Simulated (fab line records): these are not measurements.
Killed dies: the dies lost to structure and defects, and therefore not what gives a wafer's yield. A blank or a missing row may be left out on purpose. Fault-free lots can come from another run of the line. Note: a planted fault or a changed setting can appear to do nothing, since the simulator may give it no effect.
Lot-split experiment    flow n5_finfet    21 wafers read from 7 lots, route of 1938 steps

SPLIT DETAILS
At N5_BEOL_M15_EXPOSE_07 (exposes mask V14), the setting dose_mj was moved away from the recipe's 41.25 on 5 of the 21 wafers read, by -7.0% to +7.0%. All remaining wafers had this setting at the recipe value.

FROM THE SPLIT TO THE READING: what the file shows between them, 10 steps
- N5_BEOL_M15_PEB_08: peb time 90 s
- N5_BEOL_M15_DEVELOP_09: develop time 45 s
- N5_BEOL_M15_HARDBAKE_14: time 120 s
- N5_BEOL_M15_CD_MEAS_10: target cd 360 nm
- N5_BEOL_M15_DESCUM_15: chemistry O2, time 7.9 s
- N5_BEOL_M15_ETCH_59: etches BARC in N2/H2, target depth 89 nm, overetch 26.7 nm, time 67.9 s
- N5_BEOL_M15_VIA_ETCH_16: etches SiO2 in C4F8/O2/Ar, target depth 1792.2 nm
- N5_BEOL_M15_STRIP_63: strips in O2
- N5_BEOL_M15_STRIP_65: strips in post etch residue remover, time 60 s
- N5_BEOL_M15_SRD_66: time 30 s, dry time 30 s

THE READING
cd_nm (nm) at N5_BEOL_M15_CD_MEAS_17, where the cd target is 360 nm. Fault-free wafers of this fab line usually give 360.6 nm, standard deviation 1.7 nm.

wafer   tool, chamber at the split  dose_mj as run  against the recipe  cd_nm, nm  against lot-mates on the recipe
L074.3  krf_scanner-02, 0           41.25           recipe              360.5      -
L074.5  krf_scanner-02, 0           41.25           recipe              361.6      -
L074.6  krf_scanner-02, 0           41.25           recipe              358.5      -
L077.1  krf_scanner-02, 0           41.25           recipe              359.7      -
L077.4  krf_scanner-02, 0           41.25           recipe              361.7      -
L077.5  krf_scanner-02, 0           41.25           recipe              359.3      -
L087.1  krf_scanner-01, 0           41.25           recipe              360.4      -
L087.2  krf_scanner-01, 0           38.35           -7.0%               348.3      -12.1
L087.6  krf_scanner-01, 0           38.35           -7.0%               349.1      -11.3
L086.1  krf_scanner-02, 0           41.25           recipe              361.0      -
L086.3  krf_scanner-02, 0           41.25           recipe              361.9      -
L086.6  krf_scanner-02, 0           41.25           recipe              359.5      -
L091.3  krf_scanner-01, 0           41.25           recipe              358.9      -
L091.4  krf_scanner-01, 0           41.25           recipe              361.4      -
L091.6  krf_scanner-01, 0           44.13           +7.0%               369.4      +9.2
L094.2  krf_scanner-01, 0           41.25           recipe              359.7      -
L094.4  krf_scanner-01, 0           41.25           recipe              362.6      -
L094.6  krf_scanner-01, 0           41.25           recipe              361.1      -
L093.1  krf_scanner-01, 0           39.04           -5.4%               349.5      -10.7
L093.2  krf_scanner-01, 0           39.04           -5.4%               348.8      -11.4
L093.4  krf_scanner-01, 0           41.25           recipe              360.2      -

FIT RESULTS
A straight line over all 21 wafers: cd_nm changes by +1.67 nm for each +1% of dose_mj; r = +0.97; the points scatter about the line by 1.4 nm.
The same after taking each lot's own level away (the mean of its wafers on the recipe; 21 wafers): +1.67 nm for each +1%; r = +0.97; scatter 1.3 nm.
That fit puts the effect of the largest move of dose_mj on the reading at 12 nm.
Across the lots, their own levels run from 360.15 to 361.13 nm, a range of 0.6 times the standard deviation given above.
Hence the lot-to-lot level has little effect on the slope; both slopes agree.
Check: -12 nm against its lot-mates is what the line predicts for one of the wafers moved furthest among these (-7.0%) when that wafer is left out of the fit. It came out at -12.1 nm against them.

ADDITIONAL SPLITS CARRIED BY THESE WAFERS
Note: prior to the reading, these wafers also went through further splits. Each is held against what the fit with the lots' levels taken away leaves over:
other split on the same wafers     wafers away from the commonest value  r with cd_nm (lot level and that fit taken away)
N5_BEOL_M13_TRENCH_ETCH_34 time_s  11                                    +0.09
N5_BEOL_M15_COAT_04 spin_rpm       4                                     +0.19

THE WHOLE CHAIN: every reading that the file lists as answering this split, in the file's order
step                    what it does      reading  change (the file's fit)               r (the file's)
N5_BEOL_M15_CD_MEAS_10  target cd 360 nm  cd_nm    +1.53 nm for each +1% of the setting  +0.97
N5_BEOL_M15_CD_MEAS_17  target cd 360 nm  cd_nm    +1.62 nm for each +1% of the setting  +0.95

THE FILE'S OWN FIT
cd_nm changes by +1.62 nm for each +1% of dose_mj, r = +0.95.
